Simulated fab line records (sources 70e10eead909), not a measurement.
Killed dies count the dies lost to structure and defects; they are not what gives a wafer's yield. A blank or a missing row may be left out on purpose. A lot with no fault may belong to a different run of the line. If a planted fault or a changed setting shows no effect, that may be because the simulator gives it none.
fab line records | flow nand_harc
record: lots: 12 wafers: 36 last_day: 24
route steps=1159 shown A_M1@1044 A_BONDPAD@1072 THIN_TSV@1130 END@1159
lots that met no fault: taken from a fault-free run of the same line
start_h: hours from the record's first day to the start of the lot's first wafer shown | wait_h: hours since the lot's step before | " same as the row above | L1.1+2: a single row standing in for several wafers | - no value, or no start was given | * or withheld: withheld | < > ~ a bound
route shown NAME@n: names a module that has steps shown in the file, with the first one's number in the route | usual: average and standard deviation across the fault-free wafers | same: alike in all rows | chamber/n: place in a boat | sites: readings site by site | _std_site: how widely they spread, as a standard deviation | _edge_site: inner sites' mean taken away from outer sites' mean | radius_mm: for every site, how far away it sits from the centre of the wafer | mask NAME#n: copy n | behind: the last tool/chamber to shape the wafer | hold: what put the lot on hold/how long, in hours/how the hold closed | device: the n, p or np transistor that did not switch | end of line: the route-end tests of the same wafers | for a step that has no rows: nothing shown but its recipe | killed: count of dies lost to structure and defects at first sort (not the wafer's yield) | map: the dies of a wafer, with x for killed, . for not killed, _ for no die there
set.NAME: the run value of the setting; set.NAME@STEP: its run value at that earlier step | model.NAME: the simulator's own value behind a step, which no gauge read
steps of the route over a sample of lots; a table a step, a row a wafer
services: when a tool's chamber went out of use (start_h, in hours from the record's first day, below 0 if earlier), for how many hours, and the reason
== steps ==
step: NHARC_A_M1_ETCH_28
recipe: target_depth_a: 300 over_etch_frac: 0.3 time_s: 72.99 ion_energy_ev: 150 cf4_flow_sccm: 50 n2_flow_sccm: 100 ar_flow_sccm: 150 rf_w: 300 bias_w: 100 chemistry: CF4/N2
usual: drypump_motor_current_A: 5.4/0.5 oes_product_au: 1.001/0.013 rf_vpp_V: 314.3/1.8 showerhead_plenum_p_Torr: 2.63/0.089 throttle_valve_pct: 19.795/0.0093
columns lot.wafer tool chamber start_h wait_h drypump_motor_current_A oes_product_au rf_hours_counter_h rf_vpp_V showerhead_plenum_p_Torr throttle_valve_pct
L178.2 rie_diel-10 2 - - 4.8 1.005 1 313.5 2.69 19.801
L178.3 " 3 " " 5.2 0.995 1 317.0 2.74 19.803
L178.4 " 0 " " 6.6 1.002 1 313.6 2.51 19.796
L179.1 rie_diel-12 3 - - 5.4 1.014 1 312.4 2.56 19.796
L179.4 " 0 " " 5.9 0.980 1 312.1 2.57 19.789
L179.2 " 1 " " 5.5 0.993 1 315.6 2.63 19.801
L181.3 rie_diel-12 1 - - 5.5 0.997 2 314.3 2.63 19.808
L181.5 " 3 " " 5.4 1.024 - 312.5 2.56 19.821
L181.6 " 0 " " 5.9 0.993 - 311.6 2.57 19.792
L180.3 rie_diel-02 3 - - 4.8 1.005 6 314.3 2.58 19.802
L180.2 " 0 " " 5.8 1.000 3 315.8 2.75 19.803
L180.5 " 2 " " 5.6 1.011 - 313.4 2.53 19.795
L184.3 rie_diel-12 1 - - 5.6 0.995 4 312.8 2.63 19.793
L184.2 " 0 " " 5.9 0.978 4 313.4 2.57 19.789
L184.5 " 1 " " 5.5 0.983 - 312.8 2.63 19.796
L187.1 rie_diel-10 2 - - 4.8 0.992 2 315.3 2.68 19.798
L187.4 " 3 " " 5.2 0.983 2 315.6 2.74 19.804
L187.5 " 0 " " 6.5 1.002 - 311.4 2.51 19.774
L188.3 rie_diel-10 3 - - 5.1 0.988 2 314.5 2.74 19.811
L188.2 " 1 " " 5.3 1.002 3 314.5 2.62 19.795
L188.6 " 2 " " 4.7 0.996 - 315.4 2.68 19.797
L190.3 rie_diel-02 3 - - 4.8 0.993 9 313.4 2.58 19.787
L190.2 " 0 " " 5.7 1.001 6 316.6 2.75 19.800
L190.4 " 1 " " 6.1 1.008 10 314.1 2.58 19.790
L194.3 rie_diel-12 1 - - 5.6 1.011 8 315.9 2.63 19.807
L194.2 " 2 " " 4.9 1.010 8 316.7 2.79 19.794
L194.4 " 0 " " 5.9 0.979 8 313.1 2.57 19.802
L197.1 rie_diel-10 0 - - 6.5 0.988 4 311.4 2.51 19.798
L197.4 " 3 " " 5.2 0.981 3 317.2 2.74 19.792
L197.6 " 0 " " 6.5 0.990 - 311.5 2.51 19.785
L196.1 rie_diel-12 1 - - 5.5 1.009 8 314.5 2.63 19.808
L196.5 " 1 " " 5.5 1.015 - 311.7 2.63 19.783
L196.6 " 2 " " 4.9 1.022 - 317.6 2.79 19.804
L198.2 rie_diel-10 2 - - 4.8 0.990 4 313.3 2.68 19.794
L198.3 " 3 " " 5.2 0.994 4 317.0 2.74 19.791
L198.6 " 1 " " 5.3 0.995 - 315.6 2.62 19.795
step: NHARC_A_M1_PRE_CLEAN_30
recipe: time_s: 30 temp_c: 280 gas: H2/He
usual: heater_power_w: 396/32
columns lot.wafer tool chamber start_h wait_h heater_power_w
L178.3 pvd_sputter-01 - 409.17 - 411
L178.2 " - " " 432
L178.4 " - " " 441
L179.2 pvd_sputter-01 - 411.10 - 412
L179.1 " - " " 342
L179.4 " - " " 450
L181.3 pvd_sputter-03 - 420.33 - 424
L181.5 " - " " 364
L181.6 " - " " 382
L180.3 pvd_sputter-01 - 425.95 - 404
L180.2 " - " " 428
L180.5 " - " " 445
L184.2 pvd_sputter-01 - 448.20 - 449
L184.3 " - " " 412
L184.5 " - " " 417
L187.1 pvd_sputter-01 - 455.87 - 347
L187.4 " - " " 446
L187.5 " - " " 342
L188.2 pvd_sputter-03 - 470.82 - 426
L188.3 " - " " 375
L188.6 " - " " 407
L190.3 pvd_sputter-01 - 471.69 - 427
L190.2 " - " " 419
L190.4 " - " " 343
L194.3 pvd_sputter-01 - 510.30 - 338
L194.4 " - " " 447
L194.2 " - " " 413
L197.4 pvd_sputter-01 - 510.77 - 409
L197.1 " - " " 343
L197.6 " - " " 421
L196.1 pvd_sputter-01 - 511.52 - 406
L196.6 " - " " 335
L196.5 " - " " 423
L198.2 pvd_sputter-02 - 530.42 - 397
L198.3 " - " " 377
L198.6 " - " " 359
step: NHARC_A_BONDPAD_CD_MEAS_09
recipe: target_cd_nm: 500 landing_energy_ev: 500
usual: cd_nm: 500.7/2.5
columns lot.wafer tool chamber start_h wait_h cd_nm
L178.2 cd_sem-03 0 412.61 - 501.4
L178.3 " 0 " " 502.6
L178.4 " 0 " " 496.6
L179.1 cd_sem-03 0 414.61 - 503.4
L179.2 " 0 " " 502.3
L179.4 " 0 " " 496.4
L181.3 cd_sem-03 0 423.68 - 506.3
L181.5 " 0 " " 505.1
L181.6 " 0 " " 501.9
L180.2 cd_sem-02 0 429.74 - 499.4
L180.3 " 0 " " 502.9
L180.5 " 0 " " 504.3
L184.2 cd_sem-03 0 451.60 - 501.9
L184.3 " 0 " " 496.7
L184.5 " 0 " " 500.0
L187.1 cd_sem-03 0 459.44 - 500.4
L187.4 " 0 " " 502.5
L187.5 " 0 " " 501.3
L188.2 cd_sem-02 0 474.23 - 498.5
L188.3 " 0 " " 502.1
L188.6 " 0 " " 499.2
L190.2 cd_sem-02 0 475.13 - 501.3
L190.3 " 0 " " 501.7
L190.4 " 0 " " 502.3
L194.2 cd_sem-02 0 513.97 - 500.3
L194.3 " 0 " " 497.6
L194.4 " 0 " " 500.9
L197.1 cd_sem-03 0 514.41 - 498.0
L197.4 " 0 " " 499.8
L197.6 " 0 " " 500.2
L196.1 cd_sem-01 0 515.52 - 501.4
L196.5 " 0 " " 503.1
L196.6 " 0 " " 501.8
L198.2 cd_sem-02 0 533.84 - 502.2
L198.3 " 0 " " 498.9
L198.6 " 0 " " 500.7
step: NHARC_THIN_TSV_PVD_51
recipe: target_thk_a: 1000 chamber_pressure_pa: 5 material: Cu
usual: throttle_valve_pct: 29.7/1
columns lot.wafer tool chamber start_h wait_h throttle_valve_pct
L178.4 pvd_sputter-01 - - - 30.1
L178.3 " - " " 30.8
L178.2 " - " " 29.1
L179.1 pvd_sputter-03 - - - 29.2
L179.2 " - " " 31.0
L179.4 " - " " 28.7
L181.3 pvd_sputter-03 - - - 30.0
L181.5 " - " " 28.8
L181.6 " - " " 29.3
L180.3 pvd_sputter-02 - - - 28.6
L180.2 " - " " 27.9
L180.5 " - " " 28.6
L184.2 pvd_sputter-01 - - - 29.3
L184.3 " - " " 30.0
L184.5 " - " " 30.1
L187.1 pvd_sputter-02 - - - 29.7
L187.4 " - " " 28.5
L187.5 " - " " 28.1
L188.3 pvd_sputter-03 - - - 31.2
L188.2 " - " " 29.9
L188.6 " - " " 29.5
L190.2 pvd_sputter-01 - - - 29.1
L190.4 " - " " 30.6
L190.3 " - " " 29.0
L194.3 pvd_sputter-02 - - - 30.8
L194.4 " - " " 28.0
L194.2 " - " " 28.4
L196.1 pvd_sputter-02 - - - 31.0
L196.5 " - " " 28.6
L196.6 " - " " 30.6
L197.4 pvd_sputter-02 - - - 31.3
L197.1 " - " " 29.9
L197.6 " - " " 28.2
L198.3 pvd_sputter-02 - - - 30.1
L198.2 " - " " 28.6
L198.6 " - " " 28.4
step: NHARC_END_SORT_01
recipe: temp_c: 25
usual: defect_limited_yield: 96.0/1.3 killed_at_array: 24/8.4 killed_at_other: 0.7/1.1 killed_at_periphery: 2.9/1.7 killed_dies: 27/8.6 killed_open: 3.3/1.8 killed_short: 1.8/1.4 sort_bin_2_pct: 1.3/0.56 sort_bin_3_pct: 0.19/0.18 sort_bin_4_pct: 2.6/0.84 sort_n_pass: 650/8.6 sort_rim_yield_pct: 96.1/2.3 sort_yield_pct: 96.0/1.3
same: gross_dies: 677 sort_bin_5_pct[%]: 0 sort_bin_6_pct[%]: 0 sort_bin_7_pct[%]: 0 sort_bin_8_pct[%]: 0 sort_rim_n_gross: 106.00
columns lot.wafer tool chamber start_h wait_h defect_limited_yield[%] killed_at_array killed_at_other killed_at_periphery killed_dies killed_open killed_short sort_bin_2_pct[%] sort_bin_3_pct[%] sort_bin_4_pct[%] sort_n_pass sort_rim_yield_pct[%] sort_yield_pct[%]
L197.1 prober-02 0 549.33 2.5 84.5 100 1 4 105 4 2 6.2 2.95 6.4 572 84.0 84.5
L197.4 prober-02 0 551.75 3.4 94.1 36 0 4 40 2 3 1.3 0.44 4.1 637 95.3 94.1
L197.6 prober-02 0 553.35 4.0 93.5 39 0 5 44 7 4 3.0 0.30 3.2 633 91.5 93.5
L196.1 prober-01 0 549.41 2.6 95.7 24 0 5 29 1 2 1.9 0.15 2.2 648 95.3 95.7
L196.5 prober-01 0 552.61 3.7 94.5 34 1 2 37 3 2 1.8 0.74 3.0 640 98.1 94.5
L196.6 prober-01 0 553.42 4.0 87.1 83 0 4 87 4 0 6.5 2.22 4.1 590 80.2 87.1
L194.2 prober-02 0 557.98 2.8 95.7 26 2 1 29 5 3 1.5 0.15 2.7 648 96.2 95.7
L194.3 prober-02 0 558.78 3.1 85.4 97 0 2 99 4 2 7.1 2.95 4.6 578 86.8 85.4
L194.4 prober-02 0 559.58 3.4 95.3 30 1 1 32 2 1 1.0 0.15 3.5 645 99.1 95.3
L198.2 prober-01 0 568.07 2.8 95.1 31 0 2 33 4 3 0.9 0.44 3.5 644 99.1 95.1
L198.6 prober-01 0 571.26 4.0 96.8 21 0 1 22 1 4 0.6 0 2.7 655 99.1 96.8
killed by level:class
L197.1 A_M1:unspecified=70 A_CHANNEL_HOLE_D1:chamber_film_flake=21 A_CONTACT:chamber_film_flake=4 A_CONTACT:geometric_particle:open=2 P_CONTACT:geometric_particle:open=1 P_CONTACT:geometric_particle:short=1 A_CONTACT:geometric_particle:short=1 THIN_TSV:geometric_particle:open=1
L196.1 A_SLIT:chamber_film_flake=13 A_CHANNEL_HOLE_D1:chamber_film_flake=6 P_M0:chamber_film_flake=2 A_CONTACT:chamber_film_flake=2 P_M1:geometric_particle:short=1 A_SGD_CUT:geometric_particle:short=1 A_BLC:geometric_particle:open=1 P_GATE:chamber_film_flake=1
L197.4 A_CHANNEL_HOLE_D1:chamber_film_flake=24 A_CONTACT:chamber_film_flake=5 A_ZERO_WELL:chamber_film_flake=3 P_STI:chamber_film_flake=2 P_CONTACT:geometric_particle:short=1 P_CONTACT:geometric_particle:open=1 A_ONON_D1:geometric_particle:short=1 A_BLC:geometric_particle:short=1
L196.5 A_SLIT:chamber_film_flake=16 A_CHANNEL_HOLE_D1:chamber_film_flake=8 A_CONTACT:chamber_film_flake=5 A_CONTACT:geometric_particle:open=2 A_STAIRCASE:chamber_film_flake=2 P_M0:geometric_particle:short=1 A_M0:geometric_particle:open=1 STARTING-WAFER:geometric_particle:short=1
L197.6 A_CHANNEL_HOLE_D1:chamber_film_flake=23 A_CONTACT:chamber_film_flake=4 A_CONTACT:geometric_particle:open=3 P_M0:geometric_particle:open=2 P_M2:geometric_particle:short=1 A_CHANNEL_HOLE_D1:geometric_particle:short=1 A_CHANNEL_HOLE_D1:geometric_particle:open=1 A_CHANNEL_FILL_D1:geometric_particle:short=1
L196.6 A_M1:unspecified=68 A_CHANNEL_HOLE_D1:chamber_film_flake=5 A_CONTACT:chamber_film_flake=4 A_SLIT:chamber_film_flake=3 P_M0:chamber_film_flake=2 P_M1:geometric_particle:open=1 A_SGD_CUT:geometric_particle:open=1 A_CONTACT:geometric_particle:open=1
L194.2 A_CHANNEL_HOLE_D1:chamber_film_flake=10 A_WL_FILL:chamber_film_flake=5 A_STAIRCASE:chamber_film_flake=3 A_CONTACT:geometric_particle:open=2 A_CONTACT:chamber_film_flake=2 P_BONDPAD:geometric_particle:open=1 A_ONON_D1:geometric_particle:short=1 A_SGD_CUT:geometric_particle:open=1
L194.3 A_M1:unspecified=65 A_CHANNEL_HOLE_D1:chamber_film_flake=20 A_CONTACT:chamber_film_flake=4 P_M0:geometric_particle:open=1 A_SOURCE_PLATE:geometric_particle:open=1 A_ONON_D1:geometric_particle:short=1 A_WL_FILL:geometric_particle:open=1 A_WL_FILL:geometric_particle:short=1
L194.4 A_CHANNEL_HOLE_D1:chamber_film_flake=21 A_STAIRCASE:chamber_film_flake=3 A_CONTACT:chamber_film_flake=3 P_M0:geometric_particle:open=1 A_SOURCE_PLATE:geometric_particle:open=1 A_SGD_CUT:geometric_particle:short=1 A_WL_FILL:chamber_film_flake=1 THIN_TSV:chamber_film_flake=1
L198.2 A_CONTACT:chamber_film_flake=13 A_CHANNEL_HOLE_D1:chamber_film_flake=9 A_WL_FILL:geometric_particle:short=3 A_STAIRCASE:chamber_film_flake=2 A_ONON_D1:geometric_particle:open=1 A_SGD_CUT:geometric_particle:open=1 A_M0:geometric_particle:open=1 A_M1:geometric_particle:open=1
L198.6 A_CHANNEL_HOLE_D1:chamber_film_flake=8 A_CONTACT:chamber_film_flake=7 A_M0:geometric_particle:short=2 A_ONON_D1:geometric_particle:short=1 A_CONTACT:geometric_particle:short=1 A_BLC:geometric_particle:open=1 P_ZERO_WELL:chamber_film_flake=1 A_STAIRCASE:chamber_film_flake=1
== services ==
columns tool chamber start_h hours kind
rie_diel-10 0 387.00 - clean
rie_diel-10 1 387.00 - clean
rie_diel-10 2 387.00 - clean
rie_diel-10 3 387.00 - clean
rie_diel-12 0 388.40 - clean
rie_diel-12 1 388.40 - clean
rie_diel-12 2 388.40 - clean
rie_diel-12 3 388.40 - clean
pvd_sputter-02 - 392.01 10.0 pm
rie_diel-10 0 411.50 - clean
rie_diel-10 1 411.50 - clean
rie_diel-10 2 411.50 - clean
rie_diel-12 2 418.88 7.6 repair
pvd_sputter-03 - 458.05 10.0 pm
pvd_sputter-03 - 472.53 13.3 repair
pvd_sputter-02 - 483.82 3.7 repair
rie_diel-02 - 484.05 3.1 repair
rie_diel-12 - 499.11 0.5 repair
rie_diel-02 - 504.97 9.0 pm
pvd_sputter-03 - 508.08 69.7 repair
pvd_sputter-02 - 510.73 4.9 repair
pvd_sputter-01 - 514.06 10.0 pm
rie_diel-10 0 528.39 5.6 repair
rie_diel-10 - 530.50 9.0 pm
== key ==
first_sign: step: NHARC_END_SORT_01 reading: killed_at_array direction: up sigmas: 8.3 usual: 24 struck: 93
effect: step: NHARC_END_SORT_01 reading: killed_dies direction: up sigmas: 8.1 usual: 27 struck: 97
more_kills_born_at: NHARC_A_M1_PRE_CLEAN_30@pvd_sputter-01: 203
met_at NHARC_A_M1_PRE_CLEAN_30
struck_lots L194,L196,L197
struck_wafers L194.3,L196.6,L197.1
not_acting_at NHARC_A_M1_ETCH_28,NHARC_A_BONDPAD_CD_MEAS_09,NHARC_THIN_TSV_PVD_51
onset_between 471.69 510.30
fault: kind: chamber_particle_source tool: pvd_sputter-01 chamber: - onset_h: 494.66 steps: NHARC_A_M1_PRE_CLEAN_30 rate_per_visit_cm2: 0.8044 end_h: 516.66 scope: struck_wafers_only
